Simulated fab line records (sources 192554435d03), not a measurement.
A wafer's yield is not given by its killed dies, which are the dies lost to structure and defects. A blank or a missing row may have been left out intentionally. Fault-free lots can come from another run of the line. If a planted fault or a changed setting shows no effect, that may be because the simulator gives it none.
Which tool was responsible? | flow n5Finfet | 8 lots, 24 wafers sampled, at 6 steps of a route of 1938

== WHAT EACH GAUGE READ, for each wafer ==
N5_BEOL_M4_CD_MEAS_11: the cd target is 16.79 nm. Usual: cdNm at 16.78 nm, with a standard deviation of 0.23.
lot  | measured     | on       | cdNm (nm)         | flag
L306 | day 7 14:26  | cdSem-02 | 16.43 16.77 16.13 | 
L308 | day 7 17:44  | cdSem-01 | 16.96 16.76 17.08 | 
L307 | day 7 20:44  | cdSem-02 | 16.55 17.01 17.20 | 
L309 | day 8 00:43  | cdSem-03 | 16.61 16.69 17.09 | 
L318 | day 10 13:47 | cdSem-02 | 16.99 16.90 17.12 | 
L323 | day 12 02:23 | cdSem-03 | 17.01 16.56 16.77 | 
L325 | day 12 06:49 | cdSem-03 | 16.93 16.76 16.75 | 
L329 | day 13 09:56 | cdSem-03 | 16.46 16.25 16.45 | 

N5_BEOL_M4_OVL_MEAS_12. Usual: M4_OVL typically reads 0.1 nm, with standard deviation 0.59.
lot  | measured     | on         | M4_OVL (nm)    | flag
L306 | day 7 14:29  | overlay-01 | -0.1 0.7 0.5   | 
L308 | day 7 17:46  | overlay-01 | 0.2 -0.4 0.8   | 
L307 | day 7 20:47  | overlay-02 | -1.0 -0.5 -0.6 | 
L309 | day 8 00:45  | overlay-02 | 0.1 0.0 0.8    | 
L318 | day 10 13:49 | overlay-02 | 0.8 0.0 -0.1   | 
L323 | day 12 02:25 | overlay-01 | 0.9 -0.5 0.1   | 
L325 | day 12 06:52 | overlay-01 | 0.2 0.7 0.9    | 
L329 | day 13 09:58 | overlay-02 | -1.3 0.0 0.4   | 

N5_BEOL_M4_CD_MEAS_28: target cd 26.2 nm, target cd y 24.1 nm. Usual: cdNm at 26.35 nm, with a standard deviation of 0.25.
lot  | measured     | on       | cdNm (nm)         | flag
L306 | day 7 15:25  | cdSem-03 | 26.26 26.05 26.27 | 
L308 | day 7 18:37  | cdSem-01 | 26.57 26.23 26.14 | 
L307 | day 7 21:44  | cdSem-02 | 26.58 26.29 26.61 | 
L309 | day 8 01:58  | cdSem-01 | 26.15 26.59 26.23 | 
L318 | day 10 14:47 | cdSem-02 | 26.32 23.98 26.49 | OFF
L323 | day 12 03:28 | cdSem-03 | 26.79 26.42 27.12 | 
L325 | day 12 07:55 | cdSem-02 | 25.97 25.93 26.28 | 
L329 | day 13 11:04 | cdSem-03 | 26.25 26.44 26.07 | 

N5_BEOL_M4_OVL_MEAS_29. Usual: V3_OVL typically reads 0.5 nm, with standard deviation 0.67.
lot  | measured     | on         | V3_OVL (nm)   | flag
L306 | day 7 15:26  | overlay-01 | -0.2 0.1 0.2  | 
L308 | day 7 18:39  | overlay-01 | 0.2 0.2 0.6   | 
L307 | day 7 21:47  | overlay-02 | -0.3 1.3 0.4  | 
L309 | day 8 02:01  | overlay-01 | 0.7 0.6 1.0   | 
L318 | day 10 14:49 | overlay-02 | -0.5 0.7 0.4  | 
L323 | day 12 03:29 | overlay-01 | 2.0 0.9 0.9   | 
L325 | day 12 07:57 | overlay-01 | -0.2 0.6 0.4  | 
L329 | day 13 11:05 | overlay-02 | 0.0 -0.1 -1.3 | 

N5_BEOL_M4_RC_MEAS_101. Usual: DIBL_N 36.0 mV/V, standard deviation 1.7; DIBL_P 36.0 mV/V, standard deviation 2; IOFF_N 0.156 nA/um, standard deviation 0.028; IOFF_P 0.21 nA/um, standard deviation 0.04; ION_N 673 uA/um, standard deviation 12; ION_P 463 uA/um, standard deviation 8.3; SS_N 71.4 mV/dec, standard deviation 0.6; SS_P 73.3 mV/dec, standard deviation 0.66; VT_N 250 mV, standard deviation 3; VT_P -250 mV, standard deviation 3.8.
lot  | measured     | on        | DIBL_N (mV/V)  | DIBL_P (mV/V)  | IOFF_N (nA/um)    | IOFF_P (nA/um) | ION_N (uA/um) | ION_P (uA/um) | SS_N (mV/dec)  | SS_P (mV/dec)  | VT_N (mV)   | VT_P (mV)      | flag
L306 | day 7 21:32  | prober-01 | 35.2 33.2 33.7 | 35.4 33.1 34.3 | 0.146 0.118 0.132 | 0.20 0.16 0.19 | 668 661 667   | 470 461 458   | 71.2 70.4 71.0 | 73.2 73.0 72.7 | 252 254 252 | -250 -253 -250 | 
L308 | day 8 01:18  | prober-02 | 35.8 38.5 35.0 | 35.5 39.1 35.3 | 0.155 0.207 0.146 | 0.16 0.22 0.17 | 674 680 668   | 460 454 454   | 72.5 72.3 70.5 | 73.2 74.7 73.0 | 250 248 248 | -257 -251 -256 | 
L307 | day 8 05:31  | prober-01 | 33.3 35.7 35.2 | 32.2 35.4 34.4 | 0.102 0.135 0.136 | 0.17 0.20 0.20 | 653 654 666   | 460 456 459   | 70.6 72.1 71.4 | 72.2 73.7 72.7 | 256 254 254 | -253 -251 -249 | 
L309 | day 8 11:33  | prober-02 | 36.9 36.9 34.7 | 36.3 35.9 34.3 | 0.167 0.153 0.123 | 0.18 0.18 0.16 | 677 660 672   | 461 448 457   | 71.3 71.9 70.7 | 73.6 73.7 72.6 | 250 255 254 | -254 -255 -254 | 
L318 | day 10 22:46 | prober-02 | 35.4 35.8      | 35.3 36.7      | 0.164 0.188       | 0.23 0.27      | 678 695       | 467 480       | 71.0 71.8      | 72.4 73.8      | 247 246     | -245 -245      | 
L323 | day 12 10:09 | prober-02 | 38.8 37.1 37.9 | 38.5 36.2 36.2 | 0.179 0.156 0.163 | 0.24 0.22 0.22 | 675 687 672   | 463 470 460   | 71.9 71.3 71.2 | 73.6 72.2 72.9 | 249 248 251 | -250 -248 -249 | 
L325 | day 13 01:37 | prober-02 | 34.4 35.9 34.5 | 34.3 36.0 33.9 | 0.118 0.145 0.125 | 0.18 0.21 0.18 | 667 662 662   | 462 456 463   | 70.8 71.1 71.1 | 72.6 73.1 72.5 | 256 250 252 | -251 -251 -252 | 
L329 | day 14 00:35 | prober-02 | 36.8 36.1 36.3 | 37.8 37.0 36.7 | 0.184 0.167 0.166 | 0.23 0.21 0.21 | 694 684 680   | 471 464 459   | 71.0 71.1 71.8 | 73.2 72.9 73.4 | 246 248 247 | -249 -251 -253 | 

== WHICH TOOL RAN EACH LOT (tool, then ch and the chambers of the sampled wafers, then the start) ==
lot  | N5_BEOL_M4_EXPOSE_25
L306 | euvScanner-02 ch 0, day 7 15:16
L308 | euvScanner-02 ch 0, day 7 18:28
L307 | euvScanner-01 ch 0, day 7 21:36
L309 | euvScanner-01 ch 0, day 8 01:50
L318 | euvScanner-02 ch 0, day 10 14:39
L323 | euvScanner-01 ch 0, day 12 03:19
L325 | euvScanner-01 ch 0, day 12 07:47
L329 | euvScanner-01 ch 0, day 13 10:55
- N5_BEOL_M4_EXPOSE_25: exposes mask V3, defocus 5 nm.

== AS READ BY THE TOOLS THEMSELVES (means over the sampled wafers that have a number; for cases with no such wafer, the mark the record gives instead) ==
The record holds no such reading with a usual standard deviation.

== THE ANSWER, worked out from the rows above alone ==
Rule: lot off if the mean of its wafers having a number is beyond 3 standard deviations from the usual mean. A lot without any number at a reading at which 4 lots or more have one is off too. The other lots that the step has rows for count as sound. Order of review: gauges by route order, followed by the tools' own readings, for which a lot's mean as printed above is used. At the first step where some lot is off, the reading lying furthest off is the one used; lots without a number count as furthest.
Off, at N5_BEOL_M4_CD_MEAS_28 on cdNm: L318.
If a tool, at a process step before that reading, ran all the lots that are off and no sound lot after the first of them, it fits. Those tools and the gauges at N5_BEOL_M4_CD_MEAS_28 are tried in the same way. One fits: euvScanner-02 at N5_BEOL_M4_EXPOSE_25. A fault onset in the window from L308 (day 7 18:28, its last sound lot) to L318 (day 10 14:39, its first lot off) fits.

== WHAT THE SIMULATOR HAD INSERTED ==
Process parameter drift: euvScanner-02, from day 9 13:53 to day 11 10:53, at N5_BEOL_M4_EXPOSE_25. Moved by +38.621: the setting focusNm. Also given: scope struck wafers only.
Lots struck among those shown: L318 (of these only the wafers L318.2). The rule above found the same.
